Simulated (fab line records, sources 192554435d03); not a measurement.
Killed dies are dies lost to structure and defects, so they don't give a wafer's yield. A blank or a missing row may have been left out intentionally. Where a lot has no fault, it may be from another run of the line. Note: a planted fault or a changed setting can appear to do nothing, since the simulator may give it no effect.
What tool caused it? || flow n5 finfet || 11 lots (33 wafers sampled), 1 step of a 1938-step route

## WHAT THE GAUGES READ, wafer by wafer
N5_MOL_CONTACT_COAG_CD_MEAS_08: the cd target is 28 nm.
{"lot": "L076", "measured": "day 5 15:32", "on": "cd sem-01", "cd nm (nm)": "28.37 27.89 28.24"}
{"lot": "L078", "measured": "day 5 23:49", "on": "cd sem-02", "cd nm (nm)": "27.89 27.80 28.13"}
{"lot": "L080", "measured": "day 6 08:51", "on": "cd sem-01", "cd nm (nm)": "27.42 27.61 28.11"}
{"lot": "L083", "measured": "day 7 01:59", "on": "cd sem-02", "cd nm (nm)": "28.25 27.99 27.77"}
{"lot": "L085", "measured": "day 7 12:16", "on": "cd sem-01", "cd nm (nm)": "27.63 28.06 27.95"}
{"lot": "L087", "measured": "day 8 03:22", "on": "cd sem-02", "cd nm (nm)": "28.03 28.15 27.65"}
{"lot": "L089", "measured": "day 8 13:57", "on": "cd sem-02", "cd nm (nm)": "27.41 27.89 27.96"}
{"lot": "L091", "measured": "day 9 03:55", "on": "cd sem-03", "cd nm (nm)": "28.26 28.26 28.03"}
{"lot": "L093", "measured": "day 9 14:37", "on": "cd sem-03", "cd nm (nm)": "27.89 27.61 27.63"}
{"lot": "L095", "measured": "day 9 22:46", "on": "cd sem-03", "cd nm (nm)": "28.12 28.37 27.60"}
{"lot": "L096", "measured": "day 10 09:50", "on": "cd sem-02", "cd nm (nm)": "28.05 28.22 28.04"}

## WHICH TOOL RAN EACH LOT (tool, then ch and the chambers of the sampled wafers, then the start)
Record: no process step prior to these readings.

## THE ANSWER, worked out from the rows above alone
Rule: what is usual is taken from the lots themselves. Put in order of their means at a reading, lots are off if they are a third of the lots or fewer, leave a main group of 4 or more, and stand apart from it by a gap of 3 or more times the standard deviation of the main group's means; of several such gaps the widest counts. A main group whose means are all the same, to the digits that the tables above print for the reading, isn't used. A lot without any number at a reading at which 4 lots or more have one is off too. Any other lot the step has rows for is counted as sound.
No lot is off at any reading shown: from this, nothing can be told.

## WHAT HAD BEEN PUT IN BY THE SIMULATOR
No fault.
